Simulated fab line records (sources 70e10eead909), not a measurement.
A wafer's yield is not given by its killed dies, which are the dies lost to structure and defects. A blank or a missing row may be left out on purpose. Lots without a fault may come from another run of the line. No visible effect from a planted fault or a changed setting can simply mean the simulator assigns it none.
A single fault, viewed from 2 desks :: flow nandHarc :: what lay behind the numbers comes last; until then each desk has only its own

== FROM THE METROLOGY DESK ==
Means of the sampled wafers that have a number, per lot and without regard to the tool the lot ran on: this is what the gauges read. If a lot's mean is further than 4 standard deviations from the usual mean, the lot is out of limits and carries the mark OUT (the distance appears in the brackets).
Columns: A = cdNm at NHARC_P_M0_CD_MEAS_09, usual 90.0 nm
lot: L972
first seen here: day 5 22:11
A: 90.8

lot: L977
first seen here: day 8 06:32
A: 90.2

lot: L981
first seen here: day 9 16:10
A: 118.0 (+48) OUT

lot: L982
first seen here: day 10 13:35
A: 90.4

lot: L983
first seen here: day 10 17:53
A: 114.6 (+42) OUT

lot: L987
first seen here: day 12 02:50
A: 90.1

lot: L988
first seen here: day 13 03:51
A: 90.6

lot: L990
first seen here: day 13 19:05
A: 89.2

lot: L991
first seen here: day 14 07:00
A: 90.1

lot: L995
first seen here: day 15 14:04
A: 89.5
Finding of this desk: L981, L983 out of limits; the first was L981 at day 9 16:10, on cdNm at NHARC_P_M0_CD_MEAS_09. Within limits: L972, L977, L982, L987, L988, L990, L991, L995.

== DESK OF THE TOOL OWNER: arfiScanner-03 ==
The tool's own readings at NHARC_P_M0_EXPOSE_06 (exposes mask P M0, target cd 90 nm): means of the sampled wafers that have a number, for each lot that ran on this tool. If a lot's mean is further than 4 standard deviations from the usual mean, the lot is out of limits and carries the mark OUT (the distance appears in the brackets).
Columns: A = exposureDoseMJCm2 at NHARC_P_M0_EXPOSE_06, usual 81.7
lot: L981
first seen here: day 9 16:02
A: 128.0 (+72) OUT

lot: L983
first seen here: day 10 17:45
A: 120.0 (+60) OUT
Finding of this desk: L981, L983 out of limits; the first was L981 at day 9 16:02, on exposureDoseMJCm2 at NHARC_P_M0_EXPOSE_06. In limits: none.

== PUT TOGETHER ==
At day 9 16:02, on L981, L983, the tool owner's desk was in a position to raise an alarm.
On L981, L983, the metrology desk was in a position to raise an alarm at day 9 16:10.
On arfiScanner-03, each named lot ran NHARC_P_M0_EXPOSE_06.

== WHAT THE SIMULATOR PUT IN ==
Drift in process parameters on arfiScanner-03 at NHARC_P_M0_EXPOSE_06, starting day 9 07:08. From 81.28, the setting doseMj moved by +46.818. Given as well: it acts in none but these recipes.
Struck lots among those shown: L981, L983.
Counting hours from when the fault started, the first reading out of limits came at 9 for the tool owner's desk and at 9 for the metrology desk.
